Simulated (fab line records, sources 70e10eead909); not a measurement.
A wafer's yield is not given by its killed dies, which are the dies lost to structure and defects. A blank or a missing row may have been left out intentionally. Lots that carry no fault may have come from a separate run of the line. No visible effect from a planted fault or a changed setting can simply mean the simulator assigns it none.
A lot that was struck, set against a sound lot | flow nandHarc | 15 steps out of a route of 1302
Sound: these wafers, L190.1, L190.2, L190.6. Struck: wafer L183.3. (L183.1, L183.2 of the same lot were not struck and are left out.) The cause comes at the end.
Each step with rows lists, per side, the tool, then ch with its chambers, then its first start. Under that, the readings that differ: sound wafers | struck wafers | difference of the means | sigmas: that difference in standard deviations of wafers without a fault.
alike: same words and numbers on both sides, and readings whose means sit less than 2 such deviations apart. not compared: any withheld reading, any reading some wafer has no value for, any bound like >300 that may hide the same value, and any number with overlapping values for which the record gives no deviation.
Wherever a step has rows on one side only, a row that says differs or no value, or a row with sigmas, the two part there. Non-overlapping numbers with no deviation appear without sigmas and do not part them. A reading missing from all wafers of one side parts the sides only when that side holds two or more wafers.

NHARC_P_CONTACT_DESCUM_17: chemistry O2, time 3 s.
  sound on rieDiel-12 ch 0,2, day 15 04:15; struck on rieDiel-12 ch 0, day 12 03:58
  alike: drypumpMotorCurrentA, oesProductAu, rfVppV, showerheadPlenumPTorr, throttleValvePct
  not compared: rfHoursCounterH
then, 1 step without rows for these wafers: NHARC_P_CONTACT_ETCH_35 (etches the open film in CF4, target depth 39 nm, time 65 s).
NHARC_P_CONTACT_ETCH_36: etches the open film in N2/H2, target depth 260 nm, time 406.25 s.
  sound on rieDiel-12 ch 0,3; struck on rieDiel-12 ch 0
  alike: drypumpMotorCurrentA, oesProductAu, rfVppV, showerheadPlenumPTorr, throttleValvePct
  not compared: rfHoursCounterH
then, 2 steps without rows for these wafers: NHARC_P_CONTACT_ETCH_18 (etches the open film in C4F8/O2/Ar, target depth 481 nm, time 240.5 s); NHARC_P_CONTACT_STRIP_37 (strips in C4F8/O2/Ar).
NHARC_P_CONTACT_ETCH_31: etches the open film in CH3F/O2, target depth 30 nm, time 85.7 s.
  sound on rieDiel-12 ch 0,2,3; struck on rieDiel-10 ch 3, day 12 04:45
  alike: drypumpMotorCurrentA, oesProductAu, rfVppV, showerheadPlenumPTorr, throttleValvePct
  not compared: rfHoursCounterH
NHARC_P_CONTACT_CD_MEAS_19:
  sound: cdSem-01 at day 15 05:16; struck: cdSem-02 at day 12 04:52
  alike: cdNm
then, 2 steps without rows for these wafers: NHARC_P_CONTACT_STRIP_28 (strips in O2); NHARC_P_CONTACT_STRIP_29 (strips in post etch residue remover, time 1200 s).
NHARC_P_CONTACT_DEGAS_38: time 60 s.
  sound: pvdSputter-01 at day 15 06:02; struck: pvdSputter-01 at day 12 05:35
reading          | sound       | struck | difference | sigmas
heaterPowerW (W) | 413 439 408 | 578    | +158       | +3
then, 2 steps without rows for these wafers: NHARC_P_CONTACT_PRE_CLEAN_39 (time 19.5 s); NHARC_P_CONTACT_PVD_32 (deposits Ti, target thk 5 nm, time 17.7 s).
NHARC_P_CONTACT_ALD_22: deposits TiN, target thk 3 nm, pulse time 1 s, ald cycles 150.
  sound on aldMetal-01 ch 0,1,3, day 15 06:17; struck on aldMetal-04 ch 0, day 12 05:51
reading   | sound       | struck | difference | sigmas
aldCycles | 150 150 150 | 65     | -85        | 
  alike: heaterPowerW, precursorPulseHeightRel
NHARC_P_CONTACT_CVD_23: deposits W, target thk 200 nm, time 557 s.
  sound on cvdW-01 ch 0,1; struck on cvdW-01 ch 0
  alike: heaterPowerW, throttleValvePct
-- record jumps: 19 days between struck wafers' starts before vs after; left off in module P_CONTACT, resumes in module END, first step shown is number 1302 of the route --
NHARC_END_SORT_01:
  the record has rows for the struck wafers here (prober-02 ch 0, day 31 01:17) and none for the sound ones

## WHERE THEY PART
Last at NHARC_END_SORT_01 as far as this record goes, first at NHARC_P_CONTACT_DEGAS_38.

WHY: whatever the simulator had introduced
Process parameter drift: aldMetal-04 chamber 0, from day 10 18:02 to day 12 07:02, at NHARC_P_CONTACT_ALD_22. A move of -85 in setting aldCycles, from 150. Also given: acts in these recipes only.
